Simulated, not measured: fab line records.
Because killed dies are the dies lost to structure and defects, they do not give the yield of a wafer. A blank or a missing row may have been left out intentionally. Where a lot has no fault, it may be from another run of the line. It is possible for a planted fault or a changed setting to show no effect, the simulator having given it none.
The tool behind it: which one?    flow n5-finfet    24 lots with 72 wafers sampled at 6 steps, on a route of 1938 steps

== WHAT THE GAUGES READ, wafer by wafer ==
N5_SD_EPI_N_INSPECT_26: inspects for defects (darkfield). Usual: raw-defect-count at 220, with a standard deviation of 47.
lot   measured     on                 raw-defect-count  flag
L074  day 3 05:18  defect-inspect-02  257 225 264       
L075  day 3 15:45  defect-inspect-01  243 280 289       
L076  day 3 19:52  defect-inspect-01  201 199 229       
L077  day 3 23:08  defect-inspect-01  249 178 208       
L078  day 4 08:26  defect-inspect-02  340 341 250       
L079  day 4 11:04  defect-inspect-01  155 199 210       
L080  day 4 17:52  defect-inspect-02  209 225 162       
L081  day 4 22:33  defect-inspect-02  204 235 184       
L082  day 5 08:25  defect-inspect-01  203 218 221       
L083  day 5 11:58  defect-inspect-01  246 192 261       
L084  day 5 21:50  defect-inspect-02  239 238 193       
L085  day 6 02:32  defect-inspect-02  190 202 289       
L086  day 6 06:09  defect-inspect-02  230 248 288       
L087  day 6 10:33  defect-inspect-01  191 220 152       
L088  day 6 19:22  defect-inspect-02  300 200 212       
L089  day 7 00:26  defect-inspect-01  202 187 180       
L090  day 7 08:43  defect-inspect-01  175 186 194       
L091  day 7 14:02  defect-inspect-02  195 174 208       
L092  day 7 18:09  defect-inspect-01  166 140 204       
L093  day 8 00:25  defect-inspect-02  245 276 264       
L094  day 8 07:15  defect-inspect-01  177 197 186       
L095  day 8 11:44  defect-inspect-01  165 211 200       
L096  day 8 16:32  defect-inspect-01  212 194 238       
L097  day 8 22:04  defect-inspect-01  205 232 193       

N5_HKMG_FIN_CD_MEAS_49: the cd target is 202 nm. Usual: cd-nm at 201.5 nm, with a standard deviation of 0.84.
lot   measured     on         cd-nm (nm)         flag
L074  day 4 00:15  cd-sem-03  201.9 203.4 202.3  
L075  day 4 10:28  cd-sem-02  200.1 201.8 200.8  
L076  day 4 15:38  cd-sem-01  202.2 201.6 201.2  
L077  day 4 16:29  cd-sem-02  201.4 200.8 200.4  
L078  day 5 02:26  cd-sem-03  201.9 201.4 202.1  
L079  day 5 05:37  cd-sem-03  202.8 201.0 202.0  
L080  day 5 12:26  cd-sem-02  201.8 202.4 202.2  
L081  day 5 15:54  cd-sem-01  200.8 200.6 200.9  
L082  day 6 01:53  cd-sem-02  201.4 202.6 201.2  
L083  day 6 06:51  cd-sem-02  203.0 201.9 203.5  
L084  day 6 15:07  cd-sem-02  201.2 201.2 202.0  
L085  day 6 21:23  cd-sem-01  201.2 202.3 201.8  
L086  day 7 01:41  cd-sem-01  201.6 201.3 200.3  
L087  day 7 03:42  cd-sem-01  201.6 202.5 201.8  
L088  day 7 16:40  cd-sem-02  202.4 202.2 201.9  
L089  day 7 19:33  cd-sem-02  199.4 200.2 201.1  
L090  day 8 02:41  cd-sem-02  201.2 201.6 200.8  
L091  day 8 08:16  cd-sem-02  200.4 200.8 201.2  
L092  day 8 14:38  cd-sem-02  200.6 200.4 201.4  
L093  day 8 18:07  cd-sem-01  202.4 202.5 200.9  
L094  day 9 04:20  cd-sem-03  202.1 202.7 202.0  
L095  day 9 06:27  cd-sem-02  201.8 201.4 201.5  
L096  day 9 11:17  cd-sem-01  202.2 201.2 201.3  
L097  day 9 17:20  cd-sem-01  201.0 200.7 201.4  

N5_HKMG_FIN_INSPECT_61: inspects for defects (macro). Usual: raw-defect-count at 2.1, with a standard deviation of 1.5.
lot   measured     on                 raw-defect-count  flag
L074  day 4 00:18  defect-inspect-01  3 3 1             
L075  day 4 10:32  defect-inspect-02  0 0 4             
L076  day 4 15:41  defect-inspect-02  3 1 2             
L077  day 4 16:32  defect-inspect-02  5 2 1             
L078  day 5 02:29  defect-inspect-02  0 1 3             
L079  day 5 05:40  defect-inspect-02  3 0 3             
L080  day 5 12:29  defect-inspect-01  2 1 2             
L081  day 5 15:58  defect-inspect-02  3 8 2             
L082  day 6 01:56  defect-inspect-02  4 1 5             
L083  day 6 06:55  defect-inspect-02  4 2 1             
L084  day 6 15:10  defect-inspect-01  2 2 0             
L085  day 6 21:26  defect-inspect-01  1 1 3             
L086  day 7 01:45  defect-inspect-01  2 2 1             
L087  day 7 03:46  defect-inspect-01  1 1 0             
L088  day 7 16:43  defect-inspect-01  2 1 6             
L089  day 7 19:37  defect-inspect-01  3 4 2             
L090  day 8 02:44  defect-inspect-02  5 0 3             
L091  day 8 08:19  defect-inspect-01  2 4 3             
L092  day 8 14:41  defect-inspect-02  4 1 2             
L093  day 8 18:10  defect-inspect-02  3 1 2             
L094  day 9 04:23  defect-inspect-01  1 1 0             
L095  day 9 06:30  defect-inspect-02  1 4 3             
L096  day 9 11:21  defect-inspect-01  2 2 0             
L097  day 9 17:24  defect-inspect-02  3 1 2             

== EACH LOT AND THE TOOL THAT RAN IT (in order: tool; ch and the chambers of the sampled wafers; start) ==
lot   N5_SD_EPI_P_STRIP_40                 N5_ILD0_CMP_03                N5_ILD0_CMP_12
L074  plasma-asher-01 ch 0,1, day 3 06:38  cmp-02 ch 0,1,2, day 3 13:45  cmp-04 ch 0,1, day 3 17:17
L075  plasma-asher-02 ch 0,1, day 3 16:57  cmp-04 ch 1,3, day 4 00:40    cmp-02 ch 1,2,3, day 4 04:20
L076  plasma-asher-02 ch 0,1, day 3 21:04  cmp-04 ch 0,3, day 4 03:58    cmp-01 ch 0,2, day 4 08:07
L077  plasma-asher-01 ch 0,1, day 4 00:27  cmp-01 ch 0,2,3, day 4 06:38  cmp-02 ch 0,1,3, day 4 10:11
L078  plasma-asher-01 ch 0,1, day 4 09:46  cmp-04 ch 0,1,3, day 4 16:20  cmp-02 ch 1,2, day 4 20:02
L079  plasma-asher-01 ch 0,1, day 4 12:32  cmp-02 ch 0,2, day 4 18:39    cmp-04 ch 0,1,2, day 4 23:25
L080  plasma-asher-01 ch 0,1, day 4 19:04  cmp-04 ch 0,2,3, day 5 02:01  cmp-02 ch 0,2,3, day 5 05:32
L081  plasma-asher-01 ch 0,1, day 4 23:45  cmp-01 ch 0,1, day 5 06:08    cmp-02 ch 1,2, day 5 09:38
L082  plasma-asher-01 ch 0,1, day 5 09:44  cmp-04 ch 2,3, day 5 15:50    cmp-02 ch 0,1,3, day 5 19:35
L083  plasma-asher-01 ch 0,1, day 5 13:10  cmp-02 ch 1,2,3, day 5 20:12  cmp-01 ch 1,2,3, day 5 23:47
L084  plasma-asher-02 ch 0,1, day 5 23:10  cmp-01 ch 0,1,3, day 6 05:15  cmp-02 ch 0,3, day 6 08:45
L085  plasma-asher-01 ch 0,1, day 6 04:10  cmp-01 ch 0,1,3, day 6 10:23  cmp-01 ch 0,1, day 6 15:14
L086  plasma-asher-01 ch 0,1, day 6 07:28  cmp-01 ch 0,3, day 6 15:42    cmp-02 ch 0,1, day 6 19:14
L087  plasma-asher-01 ch 0,1, day 6 11:44  cmp-04 ch 0,1,3, day 6 17:49  cmp-04 ch 0,1,2, day 6 21:25
L088  plasma-asher-01 ch 0,1, day 6 20:44  cmp-04 ch 2,3, day 7 06:15    cmp-04 ch 1,2,3, day 7 09:52
L089  plasma-asher-02 ch 0,1, day 7 01:48  cmp-02 ch 0,1,2, day 7 08:51  cmp-04 ch 0,2,3, day 7 12:23
L090  plasma-asher-02 ch 1, day 7 09:55    cmp-04 ch 1,2, day 7 16:59    cmp-01 ch 0,1,3, day 7 20:31
L091  plasma-asher-02 ch 0,1, day 7 15:21  cmp-02 ch 1,2,3, day 7 22:27  cmp-04 ch 0,1,2, day 8 01:55
L092  plasma-asher-02 ch 0,1, day 7 19:28  cmp-02 ch 2,3, day 8 03:32    cmp-04 ch 0,1,3, day 8 07:05
L093  plasma-asher-01 ch 0,1, day 8 01:44  cmp-04 ch 1,2,3, day 8 08:01  cmp-04 ch 0,2,3, day 8 11:35
L094  plasma-asher-02 ch 0,1, day 8 09:42  cmp-04 ch 0,1,3, day 8 17:52  cmp-02 ch 0,1,3, day 8 21:41
L095  plasma-asher-02 ch 0,1, day 8 13:02  cmp-02 ch 2,3, day 8 20:17    cmp-04 ch 2,3, day 8 23:50
L096  plasma-asher-02 ch 0,1, day 8 17:52  cmp-04 ch 0,3, day 9 01:33    cmp-01 ch 0,2, day 9 05:05
L097  plasma-asher-01 ch 0,1, day 8 23:23  cmp-04 ch 0,2,3, day 9 07:24  cmp-02 ch 1,2,3, day 9 11:02
- N5_SD_EPI_P_STRIP_40: strips in N2/H2.
- N5_ILD0_CMP_03: polishes, stops on SiNx, t overpolish 1.9 s, target thk 197.38 nm.
- N5_ILD0_CMP_12: polishes SiNx, stops on poly-Si, t overpolish 6 s, target thk 17.67 nm.

== AS READ BY THE TOOLS THEMSELVES (means over the sampled wafers that have a number; for cases with no such wafer, the mark the record gives instead) ==
N5_SD_EPI_P_STRIP_40. Usual: drypump-motor-current-A 6.38 A, standard deviation 0.078; heater-power-w 320 W, standard deviation 16; oes-product-au 0.762 a.u., standard deviation 0.011.
lot   tool             drypump-motor-current-A (A)  heater-power-w (W)  oes-product-au (a.u.)  flag
L074  plasma-asher-01  6.42                         313                 0.764                  
L075  plasma-asher-02  6.31                         328                 0.749                  
L076  plasma-asher-02  6.36                         336                 0.761                  
L077  plasma-asher-01  6.44                         308                 0.757                  
L078  plasma-asher-01  6.43                         307                 0.767                  
L079  plasma-asher-01  6.43                         305                 0.767                  
L080  plasma-asher-01  6.40                         313                 0.761                  
L081  plasma-asher-01  6.42                         309                 0.755                  
L082  plasma-asher-01  6.43                         312                 0.770                  
L083  plasma-asher-01  6.40                         306                 0.764                  
L084  plasma-asher-02  6.36                         340                 0.750                  
L085  plasma-asher-01  6.41                         308                 0.760                  
L086  plasma-asher-01  6.41                         306                 0.764                  
L087  plasma-asher-01  6.40                         311                 0.766                  
L088  plasma-asher-01  6.41                         312                 0.764                  
L089  plasma-asher-02  6.30                         329                 0.769                  
L090  plasma-asher-02  6.46                         349                 0.766                  
L091  plasma-asher-02  6.36                         339                 0.777                  
L092  plasma-asher-02  6.37                         338                 0.761                  
L093  plasma-asher-01  6.40                         306                 0.760                  
L094  plasma-asher-02  6.30                         334                 0.758                  
L095  plasma-asher-02  6.30                         328                 0.757                  
L096  plasma-asher-02  6.31                         331                 0.769                  
L097  plasma-asher-01  6.41                         313                 0.762                  

N5_ILD0_CMP_03. Usual: motor-current-A 12.5 A, standard deviation 1.4; overpolish-run-s 1.900 s, standard deviation 0.0094; slurry-filter-dp-kPa 13.47 kPa, standard deviation 0.14; time-to-endpoint-s 66 s, standard deviation 3.8.
lot   tool    motor-current-A (A)  overpolish-run-s (s)  slurry-filter-dp-kPa (kPa)  time-to-endpoint-s (s)  flag
L074  cmp-02  11.4                 1.908                 13.44                       67                      
L075  cmp-04  12.2                 1.887                 13.51                       66                      
L076  cmp-04  13.7                 1.900                 13.46                       62                      
L077  cmp-01  12.5                 1.912                 13.63                       64                      
L078  cmp-04  13.0                 1.901                 13.46                       63                      
L079  cmp-02  11.2                 1.896                 13.47                       70                      
L080  cmp-04  13.3                 1.900                 13.63                       65                      
L081  cmp-01  11.0                 1.897                 13.53                       62                      
L082  cmp-04  13.1                 1.898                 13.66                       63                      
L083  cmp-02  11.8                 1.901                 13.41                       69                      
L084  cmp-01  11.7                 1.908                 13.43                       65                      
L085  cmp-01  11.8                 1.894                 13.45                       66                      
L086  cmp-01  12.3                 1.904                 13.42                       63                      
L087  cmp-04  12.8                 1.908                 13.44                       61                      
L088  cmp-04  12.7                 1.893                 13.50                       64                      
L089  cmp-02  11.6                 1.893                 13.43                       70                      
L090  cmp-04  12.9                 1.902                 13.49                       66                      
L091  cmp-02  12.2                 1.895                 13.39                       70                      
L092  cmp-02  11.2                 1.897                 13.55                       68                      
L093  cmp-04  12.2                 1.899                 13.40                       66                      
L094  cmp-04  13.1                 1.906                 13.40                       68                      
L095  cmp-02  11.3                 1.900                 13.56                       74                      
L096  cmp-04  13.3                 1.897                 13.40                       68                      
L097  cmp-04  13.3                 1.898                 13.46                       66                      

N5_ILD0_CMP_12. Usual: motor-current-A 8.9 A, standard deviation 0.96; overpolish-run-s 5.999 s, standard deviation 0.0086; slurry-filter-dp-kPa 13.49 kPa, standard deviation 0.13; time-to-endpoint-s 27.0 s, standard deviation 2.5.
lot   tool    motor-current-A (A)  overpolish-run-s (s)  slurry-filter-dp-kPa (kPa)  time-to-endpoint-s (s)  flag
L074  cmp-04  9.4                  6.000                 13.63                       25.4                    
L075  cmp-02  8.6                  5.999                 13.54                       28.2                    
L076  cmp-01  8.7                  6.005                 13.51                       25.9                    
L077  cmp-02  8.5                  5.997                 13.41                       28.6                    
L078  cmp-02  9.1                  5.990                 13.51                       26.6                    
L079  cmp-04  9.7                  6.004                 13.43                       24.2                    
L080  cmp-02  8.0                  5.997                 13.43                       28.4                    
L081  cmp-02  9.2                  6.004                 13.44                       28.3                    
L082  cmp-02  8.7                  5.990                 13.47                       29.1                    
L083  cmp-01  9.3                  5.999                 13.47                       31.9                    
L084  cmp-02  7.9                  5.996                 13.49                       28.0                    
L085  cmp-01  7.7                  5.991                 13.51                       24.6                    
L086  cmp-02  8.4                  6.000                 13.60                       23.6                    
L087  cmp-04  9.6                  5.991                 13.64                       23.6                    
L088  cmp-04  9.1                  5.996                 13.51                       23.2                    
L089  cmp-04  9.5                  6.006                 13.47                       26.1                    
L090  cmp-01  8.6                  6.000                 13.40                       27.8                    
L091  cmp-04  9.5                  5.994                 13.38                       26.9                    
L092  cmp-04  9.5                  6.005                 13.54                       25.0                    
L093  cmp-04  9.7                  5.993                 13.36                       27.3                    
L094  cmp-02  8.5                  6.000                 13.69                       26.2                    
L095  cmp-04  8.8                  6.003                 13.47                       29.8                    
L096  cmp-01  8.5                  6.003                 13.62                       27.5                    
L097  cmp-02  8.5                  5.992                 13.49                       28.0                    

== THE ANSWER, worked out from the rows above alone ==
Rule: a lot counts as off when the mean over its wafers that have a number is more than 3 standard deviations away from the usual mean. A lot without any number at a reading at which 4 lots or more have one is off too. The other lots that the step has rows for count as sound. Order of review: gauges by route order, followed by the tools' own readings, for which a lot's mean as printed above is used. At the first step where some lot is off, the reading lying furthest off is the one used; lots without a number count as furthest.
Across all readings shown, no lot is off: no conclusion can be drawn from this.

== WHAT HAD BEEN PUT IN BY THE SIMULATOR ==
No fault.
